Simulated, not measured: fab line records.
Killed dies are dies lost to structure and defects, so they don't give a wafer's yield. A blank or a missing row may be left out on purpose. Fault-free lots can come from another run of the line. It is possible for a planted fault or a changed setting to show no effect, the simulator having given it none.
A lot that was struck, set against a sound lot -- flow nand-harc -- 14 out of 1302 route steps
Sound: wafers L595.2, L595.3, L595.6. Wafers L600.1, L600.4 were the ones struck. At the end, the cause is stated.
Each step with rows lists, per side, the tool, then ch with its chambers, then its first start. Under that, the readings that differ: sound wafers -- struck wafers -- difference of the means -- sigmas: that difference in standard deviations of wafers without a fault.
alike: words and numbers the same on both sides, and readings whose means are apart by under 2 such deviations; not compared: readings that were withheld, readings missing a value for some wafer, numbers with overlapping values and no deviation given by the record, and bounds like >300 which may hide the same value.
A row with sigmas, a row that says differs or no value, or rows on one side alone: a step with any of these is where the two part. Numbers that don't overlap but have no deviation are shown without sigmas and don't part them. A reading that every wafer of one side lacks parts them only if that side has two wafers or more.

first, 6 steps without rows for these wafers: NHARC_A_STAIRCASE_EBR_05; NHARC_A_STAIRCASE_EXPOSE_06 (exposes mask STAIR); NHARC_A_STAIRCASE_PEB_07 (peb time 130 s); NHARC_A_STAIRCASE_DEVELOP_08 (time 140 s); NHARC_A_STAIRCASE_HARDBAKE_10 (time 140 s); NHARC_A_STAIRCASE_DESCUM_11 (chemistry O2, time 3 s).
NHARC_A_STAIRCASE_TRIM_12: chemistry O2, time 211.2 s.
  sound on rie-diel-01 ch 0,1, day 18 06:55; struck on rie-diel-01 ch 1,2, day 20 12:40
  alike: drypump-motor-current-A, oes-product-au, rf-vpp-V, showerhead-plenum-p-Torr, throttle-valve-pct
  not compared: rf-hours-counter-h
NHARC_A_STAIRCASE_ETCH_13: etches the open film in C4F8/O2, target depth 100 nm, time 40.5 s.
  sound on rie-diel-01 ch 1,3; struck on rie-diel-01 ch 1,3
reading,sound,struck,difference,sigmas
oes-product-au (a.u.),0.926 0.926 0.941,0.957 0.963,+0.029,+2
  alike: rf-vpp-V
  not compared: rf-hours-counter-h
then, 1 step without rows for these wafers: NHARC_A_STAIRCASE_TRIM_14 (chemistry O2, time 211.2 s).
NHARC_A_STAIRCASE_ETCH_15: etches the open film in C4F8/O2, target depth 100 nm, time 40.5 s.
  sound on rie-diel-01 ch 0,1,3; struck on rie-diel-01 ch 1,2
  alike: oes-product-au, rf-vpp-V
  not compared: rf-hours-counter-h
NHARC_A_STAIRCASE_TRIM_16: chemistry O2, time 211.2 s.
  sound on rie-diel-01 ch 1,2,3; struck on rie-diel-01 ch 0,3
  alike: drypump-motor-current-A, oes-product-au, rf-vpp-V, showerhead-plenum-p-Torr, throttle-valve-pct
  not compared: rf-hours-counter-h
NHARC_A_STAIRCASE_ETCH_17: etches the open film in C4F8/O2, target depth 100 nm, time 40.5 s.
  sound on rie-diel-01 ch 0,1,3, day 18 08:01; struck on rie-diel-01 ch 2,3, day 20 13:16
reading,sound,struck,difference,sigmas
oes-product-au (a.u.),0.945 0.938 0.939,1.108 1.111,+0.169,+13
  alike: rf-vpp-V
  not compared: rf-hours-counter-h
NHARC_A_STAIRCASE_TRIM_18: chemistry O2, time 211.2 s.
  sound on rie-diel-01 ch 0,2,3; struck on rie-diel-01 ch 0,2
  alike: drypump-motor-current-A, oes-product-au, rf-vpp-V, showerhead-plenum-p-Torr, throttle-valve-pct
  not compared: rf-hours-counter-h
NHARC_END_SORT_01:
  the record has rows for the sound wafers here (prober-02 ch 0, day 26 21:28) and none for the struck ones

## WHERE THEY PART
Last at NHARC_END_SORT_01 as far as this record goes, first at NHARC_A_STAIRCASE_ETCH_13.

WHY: what had been put in by the simulator
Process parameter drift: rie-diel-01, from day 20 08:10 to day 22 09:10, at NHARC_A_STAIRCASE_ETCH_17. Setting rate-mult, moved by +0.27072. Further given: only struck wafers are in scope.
